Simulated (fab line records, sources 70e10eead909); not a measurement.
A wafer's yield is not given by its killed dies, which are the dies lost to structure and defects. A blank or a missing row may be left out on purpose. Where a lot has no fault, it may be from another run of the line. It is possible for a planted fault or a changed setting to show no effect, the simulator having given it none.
The tool behind it: which one? || flow nand harc || Sampling: 14 lots, 40 wafers, 5 of 1159 route steps

WHAT EACH GAUGE READ, for each wafer
NHARC_A_CONTACT_INSPECT_23. Usual: raw defect count 412, standard deviation 130.
{"lot": "L952", "measured": "day 17 10:11", "on": "defect inspect-02", "raw defect count": "332 372 255", "flag": ""}
{"lot": "L953", "measured": "day 17 11:54", "on": "defect inspect-01", "raw defect count": "382 294 251", "flag": ""}
{"lot": "L954", "measured": "day 18 03:32", "on": "defect inspect-01", "raw defect count": "303 337 563", "flag": ""}
{"lot": "L956", "measured": "day 18 05:23", "on": "defect inspect-02", "raw defect count": "345 413 439", "flag": ""}
{"lot": "L955", "measured": "day 18 16:37", "on": "defect inspect-02", "raw defect count": "419 475 556", "flag": ""}
{"lot": "L958", "measured": "day 18 21:42", "on": "defect inspect-01", "raw defect count": "351 476 403", "flag": ""}
{"lot": "L959", "measured": "day 18 23:11", "on": "defect inspect-01", "raw defect count": "317 209 309", "flag": ""}
{"lot": "L960", "measured": "day 19 11:58", "on": "defect inspect-02", "raw defect count": "312 458 359", "flag": ""}
{"lot": "L962", "measured": "day 20 00:01", "on": "defect inspect-01", "raw defect count": "259 286 326", "flag": ""}
{"lot": "L963", "measured": "day 20 03:34", "on": "defect inspect-01", "raw defect count": "397 378 403", "flag": ""}
{"lot": "L965", "measured": "day 20 13:05", "on": "defect inspect-01", "raw defect count": "364 282", "flag": ""}
{"lot": "L967", "measured": "day 20 19:50", "on": "defect inspect-02", "raw defect count": "677 352", "flag": ""}
{"lot": "L974", "measured": "day 22 11:27", "on": "defect inspect-01", "raw defect count": "461 445 388", "flag": ""}
{"lot": "L975", "measured": "day 22 19:11", "on": "defect inspect-02", "raw defect count": "263 418 491", "flag": ""}

NHARC_END_SORT_01. Usual: killed at array 27, standard deviation 11; killed at other 0.8, standard deviation 1.4; killed at periphery 3.3, standard deviation 2; killed dies 31, standard deviation 11; killed open 3.4, standard deviation 1.8; killed short 2.1, standard deviation 1.3.
{"lot": "L967", "measured": "day 23 10:17", "on": "prober-02", "killed at array": "38 34", "killed at other": "2 1", "killed at periphery": "3 3", "killed dies": "43 38", "killed open": "3 2", "killed short": "2 4", "flag": ""}

EACH LOT AND THE TOOL THAT RAN IT (in order: tool; ch and the chambers of the sampled wafers; start)
{"lot": "L952", "NHARC_A_CONTACT_ETCH_135": "har cap etch-03 ch 0,1, day 17 00:54", "NHARC_A_CONTACT_ETCH_138": "har cap etch-03 ch 0,1, day 17 01:16", "NHARC_A_CONTACT_ALD_18": "ald metal-01 ch 1,2,3, day 17 03:01"}
{"lot": "L953", "NHARC_A_CONTACT_ETCH_135": "har cap etch-02 ch 0,1, day 17 07:03", "NHARC_A_CONTACT_ETCH_138": "har cap etch-02 ch 0,1, day 17 07:25", "NHARC_A_CONTACT_ALD_18": "ald metal-04 ch 2,3, day 17 09:05"}
{"lot": "L954", "NHARC_A_CONTACT_ETCH_135": "har cap etch-02 ch 0,1, day 17 21:20", "NHARC_A_CONTACT_ETCH_138": "har cap etch-02 ch 0,1, day 17 21:41", "NHARC_A_CONTACT_ALD_18": "ald metal-01 ch 2,3, day 17 23:23"}
{"lot": "L956", "NHARC_A_CONTACT_ETCH_135": "har cap etch-02 ch 0,1, day 18 01:53", "NHARC_A_CONTACT_ETCH_138": "har cap etch-02 ch 0,1, day 18 02:15", "NHARC_A_CONTACT_ALD_18": "ald metal-01 ch 0,2,3, day 18 03:53"}
{"lot": "L955", "NHARC_A_CONTACT_ETCH_135": "har cap etch-02 ch 0,1, day 18 07:05", "NHARC_A_CONTACT_ETCH_138": "har cap etch-02 ch 0,1, day 18 07:27", "NHARC_A_CONTACT_ALD_18": "ald metal-01 ch 0,2,3, day 18 09:16"}
{"lot": "L958", "NHARC_A_CONTACT_ETCH_135": "har cap etch-01 ch 0,1, day 18 17:08", "NHARC_A_CONTACT_ETCH_138": "har cap etch-01 ch 0,1, day 18 17:30", "NHARC_A_CONTACT_ALD_18": "ald metal-03 ch 0,1,3, day 18 19:23"}
{"lot": "L959", "NHARC_A_CONTACT_ETCH_135": "har cap etch-01 ch 0,1, day 18 19:40", "NHARC_A_CONTACT_ETCH_138": "har cap etch-01 ch 0,1, day 18 20:02", "NHARC_A_CONTACT_ALD_18": "ald metal-04 ch 0,3, day 18 21:42"}
{"lot": "L960", "NHARC_A_CONTACT_ETCH_135": "har cap etch-03 ch 0,1, day 19 07:50", "NHARC_A_CONTACT_ETCH_138": "har cap etch-03 ch 0,1, day 19 08:12", "NHARC_A_CONTACT_ALD_18": "ald metal-01 ch 0,3, day 19 09:55"}
{"lot": "L962", "NHARC_A_CONTACT_ETCH_135": "har cap etch-02 ch 0, day 19 12:44", "NHARC_A_CONTACT_ETCH_138": "har cap etch-02 ch 0, day 19 13:05", "NHARC_A_CONTACT_ALD_18": "ald metal-04 ch 0,1,2, day 19 14:52"}
{"lot": "L963", "NHARC_A_CONTACT_ETCH_135": "har cap etch-02 ch 0,1, day 19 20:32", "NHARC_A_CONTACT_ETCH_138": "har cap etch-02 ch 0,1, day 19 20:53", "NHARC_A_CONTACT_ALD_18": "ald metal-04 ch 1,3, day 19 22:31"}
{"lot": "L965", "NHARC_A_CONTACT_ETCH_135": "har cap etch-02 ch 0, day 20 09:15", "NHARC_A_CONTACT_ETCH_138": "har cap etch-02 ch 0, day 20 09:37", "NHARC_A_CONTACT_ALD_18": "ald metal-04 ch 0,2, day 20 11:38"}
{"lot": "L967", "NHARC_A_CONTACT_ETCH_135": "har cap etch-02 ch 0,1, day 20 14:56", "NHARC_A_CONTACT_ETCH_138": "har cap etch-02 ch 0,1, day 20 15:18", "NHARC_A_CONTACT_ALD_18": "ald metal-04 ch 0,3, day 20 17:01"}
{"lot": "L974", "NHARC_A_CONTACT_ETCH_135": "har cap etch-02 ch 0,1, day 22 04:10", "NHARC_A_CONTACT_ETCH_138": "har cap etch-02 ch 0,1, day 22 04:49", "NHARC_A_CONTACT_ALD_18": "ald metal-03 ch 1,2,3, day 22 06:53"}
{"lot": "L975", "NHARC_A_CONTACT_ETCH_135": "har cap etch-02 ch 0,1, day 22 15:29", "NHARC_A_CONTACT_ETCH_138": "har cap etch-02 ch 0,1, day 22 15:58", "NHARC_A_CONTACT_ALD_18": "ald metal-03 ch 0,1,3, day 22 17:41"}
- NHARC_A_CONTACT_ETCH_135: etches the open film in C4F8/O2/Ar, time 132 s, target depth 1287 nm.
- NHARC_A_CONTACT_ETCH_138: etches the open film in C4F8/O2/Ar, time 132 s, target depth 1289 nm.
- NHARC_A_CONTACT_ALD_18: deposits TiN, target thk 3 nm, pulse time 1 s, ald cycles 150.

WHAT THE TOOLS THEMSELVES READ (means of the sampled wafers that have a number; where no wafer has one, the mark that the record gives instead)
NHARC_A_CONTACT_ALD_18. Usual: heater power w 1126 W, standard deviation 82; precursor pulse height rel 1.003, standard deviation 0.019.
{"lot": "L952", "tool": "ald metal-01", "heater power w (W)": 1073, "precursor pulse height rel": 1.007, "flag": ""}
{"lot": "L953", "tool": "ald metal-04", "heater power w (W)": 1088, "precursor pulse height rel": 1.032, "flag": ""}
{"lot": "L954", "tool": "ald metal-01", "heater power w (W)": 1174, "precursor pulse height rel": 1.017, "flag": ""}
{"lot": "L956", "tool": "ald metal-01", "heater power w (W)": 1125, "precursor pulse height rel": 1.005, "flag": ""}
{"lot": "L955", "tool": "ald metal-01", "heater power w (W)": 1127, "precursor pulse height rel": 1.018, "flag": ""}
{"lot": "L958", "tool": "ald metal-03", "heater power w (W)": 1188, "precursor pulse height rel": 1.003, "flag": ""}
{"lot": "L959", "tool": "ald metal-04", "heater power w (W)": 1173, "precursor pulse height rel": 1.001, "flag": ""}
{"lot": "L960", "tool": "ald metal-01", "heater power w (W)": 1114, "precursor pulse height rel": 0.970, "flag": ""}
{"lot": "L962", "tool": "ald metal-04", "heater power w (W)": 1121, "precursor pulse height rel": 1.012, "flag": ""}
{"lot": "L963", "tool": "ald metal-04", "heater power w (W)": 1104, "precursor pulse height rel": 1.002, "flag": ""}
{"lot": "L965", "tool": "ald metal-04", "heater power w (W)": 1126, "precursor pulse height rel": 1.022, "flag": ""}
{"lot": "L967", "tool": "ald metal-04", "heater power w (W)": 1191, "precursor pulse height rel": 1.020, "flag": ""}
{"lot": "L974", "tool": "ald metal-03", "heater power w (W)": 1102, "precursor pulse height rel": 1.014, "flag": ""}
{"lot": "L975", "tool": "ald metal-03", "heater power w (W)": 1120, "precursor pulse height rel": 0.994, "flag": ""}

THE ANSWER, worked out from the rows above alone
Rule: lot off if the mean of its wafers having a number is beyond 3 standard deviations from the usual mean. A lot without any number at a reading at which 4 lots or more have one is off too. All remaining lots with rows at the step are treated as sound. After the gauges, taken in route order, come the tools' own readings; for these a lot's mean is taken, as printed above. The first step at which some lot is off is used, and at that step the reading that is off furthest; a lot without a number counts as furthest.
None of the lots is off at any reading shown; this tells nothing.

WHAT WAS PUT IN BY THE SIMULATOR
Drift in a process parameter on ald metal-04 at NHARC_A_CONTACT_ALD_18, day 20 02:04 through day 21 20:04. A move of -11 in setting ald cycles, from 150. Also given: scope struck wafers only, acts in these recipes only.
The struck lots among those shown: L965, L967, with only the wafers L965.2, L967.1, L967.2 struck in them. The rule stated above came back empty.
